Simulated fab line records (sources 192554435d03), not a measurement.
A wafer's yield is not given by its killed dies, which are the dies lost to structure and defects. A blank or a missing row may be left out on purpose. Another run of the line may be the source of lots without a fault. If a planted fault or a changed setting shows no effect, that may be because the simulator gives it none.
The tool behind it: which one? | flow n5_finfet | 10 lots, 30 wafers sampled, at 3 steps of a route of 1938

WHAT THE GAUGES READ, wafer by wafer
N5_PASSIVATION_CD_MEAS_44: target cd 40000 nm.
lot  | measured     | on        | cd_nm (nm)
L159 | day 12 04:55 | cd_sem-02 | 40002 39995 39997
L160 | day 12 17:47 | cd_sem-02 | 39995 39993 39995
L162 | day 13 07:39 | cd_sem-03 | 39993 39999 39995
L166 | day 13 19:54 | cd_sem-03 | 40003 39997 40007
L167 | day 14 09:25 | cd_sem-01 | 39999 39992 39999
L169 | day 14 19:17 | cd_sem-02 | 40004 39998 40003
L174 | day 16 08:48 | cd_sem-02 | 40008 40002 39995
L175 | day 16 08:29 | cd_sem-01 | 40003 39997 39995
L177 | day 17 04:50 | cd_sem-03 | 40005 40003 39999
L180 | day 18 05:57 | cd_sem-02 | 40001 39996 39991

TOOL THAT RAN EACH LOT (tool first, then ch and the chambers of the sampled wafers, then the start)
lot  | N5_BEOL_M15_TRENCH_ETCH_34         | N5_PASSIVATION_PECVD_35
L159 | rie_diel-06 ch 2,3, day 11 14:36   | pecvd-02 ch 0,1,2, day 12 04:28
L160 | rie_diel-06 ch 0,1,3, day 12 01:56 | pecvd-02 ch 0,2, day 12 17:14
L162 | rie_diel-05 ch 0,1,3, day 12 17:13 | pecvd-01 ch 0,1, day 13 07:05
L166 | rie_diel-02 ch 0,2,3, day 13 04:32 | pecvd-02 ch 0,1, day 13 19:28
L167 | rie_diel-02 ch 1,3, day 13 16:03   | pecvd-02 ch 0,1, day 14 08:52
L169 | rie_diel-05 ch 0,3, day 13 22:11   | pecvd-04 ch 0,2, day 14 18:51
L174 | rie_diel-05 ch 0,2, day 15 18:18   | pecvd-04 ch 0,2, day 16 08:22
L175 | rie_diel-02 ch 1,3, day 15 18:26   | pecvd-04 ch 0,1,2, day 16 08:03
L177 | rie_diel-05 ch 0,1, day 16 10:40   | pecvd-04 ch 0,2, day 17 04:13
L180 | rie_diel-02 ch 0,1,2, day 17 08:44 | pecvd-04 ch 0,2, day 18 05:31
- N5_BEOL_M15_TRENCH_ETCH_34: etches SiO2 in C4F8/O2/Ar, target depth 872.93 nm, time 199 s.
- N5_PASSIVATION_PECVD_35: deposits SiNx from SiH4/NH3/N2, target thk 700 nm, time 151.3 s.

THE ANSWER, worked out from the rows above alone
Rule: the usual values come from the lots themselves. The widest of any qualifying gaps counts: lots, ordered by their means at a reading, are off when they make up no more than a third of the lots, leave a main group of 4 or more, and stand apart from it by 3 or more times the standard deviation of that group's means. Not used: any main group whose means are identical at the precision the tables above print for the reading. Also off: a lot with no number at a reading for which 4 or more lots have one. All remaining lots with rows at the step are treated as sound.
No lot is off at any reading shown: from this, nothing can be told.

WHAT THE SIMULATOR HAD INSERTED
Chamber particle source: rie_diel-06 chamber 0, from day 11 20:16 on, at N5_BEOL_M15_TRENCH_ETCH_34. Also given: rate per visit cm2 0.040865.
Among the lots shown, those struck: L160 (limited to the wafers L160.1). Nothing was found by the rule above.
